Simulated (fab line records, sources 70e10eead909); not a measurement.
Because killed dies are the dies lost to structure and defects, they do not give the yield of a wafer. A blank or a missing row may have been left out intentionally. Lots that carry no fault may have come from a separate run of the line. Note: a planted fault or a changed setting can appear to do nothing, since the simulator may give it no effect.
2 desks, one fault :: flow nand harc :: each desk has only its own numbers; what lay behind them comes last

FROM THE METROLOGY DESK
What the gauges read, lot by lot, whatever tool the lot ran on: means of the sampled wafers that have a number. If a lot's mean is further than 4 standard deviations from the usual mean, the lot is out of limits and carries the mark OUT (the distance appears in the brackets).
Columns: A = cd nm at NHARC_A_BONDPAD_CD_MEAS_09, usual 498.9 nm; B = overlay x nm at NHARC_A_BONDPAD_OVL_MEAS_35, usual -1 nm; C = overlay y nm at NHARC_A_BONDPAD_OVL_MEAS_35, usual 0 nm; D = cd nm at NHARC_A_BONDPAD_CD_MEAS_13, usual 498.6 nm
lot: L856
first seen here: day 18 13:23
A: 497.5
B: -6
C: -14
D: 497.8

lot: L859
first seen here: day 19 22:52
A: 499.4
B: -10
C: 6
D: 499.1

lot: L866
first seen here: day 20 16:43
A: 499.5
B: 0
C: 10
D: 496.4

lot: L864
first seen here: day 21 09:47
A: 498.5
B: 3
C: 0
D: 494.9

lot: L871
first seen here: day 22 15:36
A: 500.2
B: -11
C: -6
D: 499.9

lot: L872
first seen here: day 23 07:56
A: 498.4
B: 8
C: 1
D: 498.2
Finding of this desk: none of the 6 lots has anything out of limits.

TOOL OWNER'S DESK, rie diel-05
The tool's own readings at NHARC_A_BONDPAD_ETCH_12 (etches the open film in CHF3/O2, target depth 220 nm, time 110 s): means of the sampled wafers that have a number, for each lot that ran on this tool. If a lot's mean is further than 4 standard deviations from the usual mean, the lot is out of limits and carries the mark OUT (the distance appears in the brackets).
Columns: A = drypump motor current A at NHARC_A_BONDPAD_ETCH_12, usual 5.8 A; B = oes product au at NHARC_A_BONDPAD_ETCH_12, usual 0.945 a.u.; C = rf fwd power W at NHARC_A_BONDPAD_ETCH_12, usual 497.8 W; D = rf vpp V at NHARC_A_BONDPAD_ETCH_12, usual 370.6 V; E = showerhead plenum p Torr at NHARC_A_BONDPAD_ETCH_12, usual 2.40 Torr; F = throttle valve pct at NHARC_A_BONDPAD_ETCH_12, usual 20.572 %
lot: L856
first seen here: day 18 13:46
A: 5.9
B: 0.967
C: 498.9
D: 370.8
E: 2.42
F: 20.579

lot: L866
first seen here: day 20 17:07
A: 5.7
B: 0.715 (-10) OUT
C: 296.4 (-99 or more) OUT
D: 371.2
E: 2.43
F: 20.582

lot: L864
first seen here: day 21 10:11
A: 5.3
B: 0.704 (-10) OUT
C: 298.5 (-99 or more) OUT
D: 369.5
E: 2.36
F: 20.577
This desk's finding: out of limits on L864, L866; first on L866, day 20 17:07 (oes product au at NHARC_A_BONDPAD_ETCH_12). L856 stayed within limits.

TAKEN TOGETHER
The tool owner's desk had the chance to raise an alarm at day 20 17:07 on L864, L866.
Metrology desk: nothing out of limits seen.
The metrology desk has L864, L866 on record, within its limits.
Of the lots named, all ran NHARC_A_BONDPAD_ETCH_12 on rie diel-05.

WHAT THE SIMULATOR HAD PUT IN
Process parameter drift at NHARC_A_BONDPAD_ETCH_12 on rie diel-05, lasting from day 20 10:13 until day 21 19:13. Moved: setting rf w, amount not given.
Shown lots that were struck: L864, L866.
Delay in hours, fault start to first out-of-limits reading, by desk: the tool owner's desk at 7.
